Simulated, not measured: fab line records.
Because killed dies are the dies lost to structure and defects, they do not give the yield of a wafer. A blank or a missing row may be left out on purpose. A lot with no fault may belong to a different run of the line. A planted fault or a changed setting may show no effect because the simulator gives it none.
Split-lot study || flow n5 finfet || on a route of 1938 steps: 7 lots, 21 wafers read

ON THE SPLIT
At N5_GATE_CUT_COAT_27 (time 60 s, resist thk 10 nm), the setting spin rpm was moved away from the recipe's 1500 rpm on 7 of the 21 wafers read, by -5.2% to +4.9%. For the rest of the wafers, this setting stayed at what the recipe calls for.

FROM THE SPLIT TO THE READING: what the file shows between them, 5 steps
- N5_GATE_CUT_EXPOSE_10: exposes mask GATE CUT, target cd 20 nm (also split here: dose mj)
- N5_GATE_CUT_PEB_11: peb time 60 s
- N5_GATE_CUT_DEVELOP_12: develop time 30 s
- N5_GATE_CUT_CD_MEAS_13: target cd 20 nm
- N5_GATE_CUT_DESCUM_18: chemistry O2, time 7 s

THE READING
etch.depth nm (the simulator's own value, which no gauge read), in nm, at N5_GATE_CUT_ETCH_28 (etches underlayer in N2/H2, target depth 13 nm, time 10.4 s). There is no usual value for it anywhere in the file. The 14 wafers here that ran the recipe average 10.015 nm, standard deviation 0.035 nm.

{"wafer": "L074.2", "tool, chamber at the split": "litho track-01, 0", "spin rpm as run, rpm": 1500, "against the recipe": "recipe", "etch.depth nm, nm": 10.01, "against lot-mates on the recipe": "-"}
{"wafer": "L074.3", "tool, chamber at the split": "litho track-01, 0", "spin rpm as run, rpm": 1573, "against the recipe": "+4.9%", "etch.depth nm, nm": 9.759, "against lot-mates on the recipe": -0.251}
{"wafer": "L074.4", "tool, chamber at the split": "litho track-01, 0", "spin rpm as run, rpm": 1573, "against the recipe": "+4.9%", "etch.depth nm, nm": 9.757, "against lot-mates on the recipe": -0.253}
{"wafer": "L085.2", "tool, chamber at the split": "litho track-02, 0", "spin rpm as run, rpm": 1453, "against the recipe": "-3.1%", "etch.depth nm, nm": 10.13, "against lot-mates on the recipe": "+0.150"}
{"wafer": "L085.3", "tool, chamber at the split": "litho track-02, 0", "spin rpm as run, rpm": 1500, "against the recipe": "recipe", "etch.depth nm, nm": 9.98, "against lot-mates on the recipe": "-"}
{"wafer": "L085.4", "tool, chamber at the split": "litho track-02, 0", "spin rpm as run, rpm": 1500, "against the recipe": "recipe", "etch.depth nm, nm": 9.98, "against lot-mates on the recipe": "-"}
{"wafer": "L086.1", "tool, chamber at the split": "litho track-03, 0", "spin rpm as run, rpm": 1436, "against the recipe": "-4.3%", "etch.depth nm, nm": 10.21, "against lot-mates on the recipe": "+0.200"}
{"wafer": "L086.6", "tool, chamber at the split": "litho track-03, 0", "spin rpm as run, rpm": 1436, "against the recipe": "-4.3%", "etch.depth nm, nm": 10.21, "against lot-mates on the recipe": "+0.200"}
{"wafer": "L086.4", "tool, chamber at the split": "litho track-03, 0", "spin rpm as run, rpm": 1500, "against the recipe": "recipe", "etch.depth nm, nm": 10.01, "against lot-mates on the recipe": "-"}
{"wafer": "L088.3", "tool, chamber at the split": "litho track-01, 0", "spin rpm as run, rpm": 1422, "against the recipe": "-5.2%", "etch.depth nm, nm": 10.29, "against lot-mates on the recipe": "+0.270"}
{"wafer": "L088.4", "tool, chamber at the split": "litho track-01, 0", "spin rpm as run, rpm": 1422, "against the recipe": "-5.2%", "etch.depth nm, nm": 10.29, "against lot-mates on the recipe": "+0.270"}
{"wafer": "L088.5", "tool, chamber at the split": "litho track-01, 0", "spin rpm as run, rpm": 1500, "against the recipe": "recipe", "etch.depth nm, nm": 10.02, "against lot-mates on the recipe": "-"}
{"wafer": "L091.1", "tool, chamber at the split": "litho track-02, 0", "spin rpm as run, rpm": 1500, "against the recipe": "recipe", "etch.depth nm, nm": 10, "against lot-mates on the recipe": "-"}
{"wafer": "L091.4", "tool, chamber at the split": "litho track-02, 0", "spin rpm as run, rpm": 1500, "against the recipe": "recipe", "etch.depth nm, nm": 9.97, "against lot-mates on the recipe": "-"}
{"wafer": "L091.5", "tool, chamber at the split": "litho track-02, 0", "spin rpm as run, rpm": 1500, "against the recipe": "recipe", "etch.depth nm, nm": 9.961, "against lot-mates on the recipe": "-"}
{"wafer": "L092.3", "tool, chamber at the split": "litho track-03, 0", "spin rpm as run, rpm": 1500, "against the recipe": "recipe", "etch.depth nm, nm": 10.06, "against lot-mates on the recipe": "-"}
{"wafer": "L092.5", "tool, chamber at the split": "litho track-03, 0", "spin rpm as run, rpm": 1500, "against the recipe": "recipe", "etch.depth nm, nm": 10.08, "against lot-mates on the recipe": "-"}
{"wafer": "L092.6", "tool, chamber at the split": "litho track-03, 0", "spin rpm as run, rpm": 1500, "against the recipe": "recipe", "etch.depth nm, nm": 10.07, "against lot-mates on the recipe": "-"}
{"wafer": "L095.2", "tool, chamber at the split": "litho track-01, 0", "spin rpm as run, rpm": 1500, "against the recipe": "recipe", "etch.depth nm, nm": 10.01, "against lot-mates on the recipe": "-"}
{"wafer": "L095.3", "tool, chamber at the split": "litho track-01, 0", "spin rpm as run, rpm": 1500, "against the recipe": "recipe", "etch.depth nm, nm": 10.02, "against lot-mates on the recipe": "-"}
{"wafer": "L095.5", "tool, chamber at the split": "litho track-01, 0", "spin rpm as run, rpm": 1500, "against the recipe": "recipe", "etch.depth nm, nm": 10.04, "against lot-mates on the recipe": "-"}

FIT RESULTS
A straight line over all 21 wafers: etch.depth nm changes by -0.0503 nm for each +1% of spin rpm; r = -0.97; the points scatter about the line by 0.033 nm.
The same after taking each lot's own level away (the mean of its wafers on the recipe; 21 wafers): -0.0505 nm for each +1%; r = -1.00; scatter 0.011 nm.
On that fit, the largest move of spin rpm shifts the reading by 0.26 nm.
From 9.9770 to 10.0700 nm: that is the span of the lots' own levels, equal to 2.6 times the standard deviation above.
Hence the lot-to-lot level has little effect on the slope; both slopes agree.
Check: +0.259 nm against its lot-mates is what the line predicts for one of the wafers moved furthest among these (-5.2%) when that wafer is left out of the fit. Against them it came out at +0.27 nm.

OTHER SPLITS APPLIED TO THESE WAFERS
Before the reading, these wafers also passed through other splits. Each is held against what the fit with the lots' levels taken away leaves over:
{"other split on the same wafers": "N5_SD_EPI_N_EPI_21 epi growth time s", "wafers away from the commonest value": 3, "r with etch.depth nm (lot level and that fit taken away)": -0.07}
{"other split on the same wafers": "N5_SDB_COAT_03 spin rpm", "wafers away from the commonest value": 7, "r with etch.depth nm (lot level and that fit taken away)": "+0.15"}
{"other split on the same wafers": "N5_SDB_EXPOSE_08 dose mj", "wafers away from the commonest value": 10, "r with etch.depth nm (lot level and that fit taken away)": -0.10}
{"other split on the same wafers": "N5_HKMG_FIN_COAT_43 spin rpm", "wafers away from the commonest value": 10, "r with etch.depth nm (lot level and that fit taken away)": "+0.12"}
{"other split on the same wafers": "N5_GATE_CUT_EXPOSE_10 dose mj", "wafers away from the commonest value": 8, "r with etch.depth nm (lot level and that fit taken away)": "+0.04"}

FILE'S OWN FIT
etch.depth nm changes by -0.0499 nm for each +1% of spin rpm, r = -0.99.
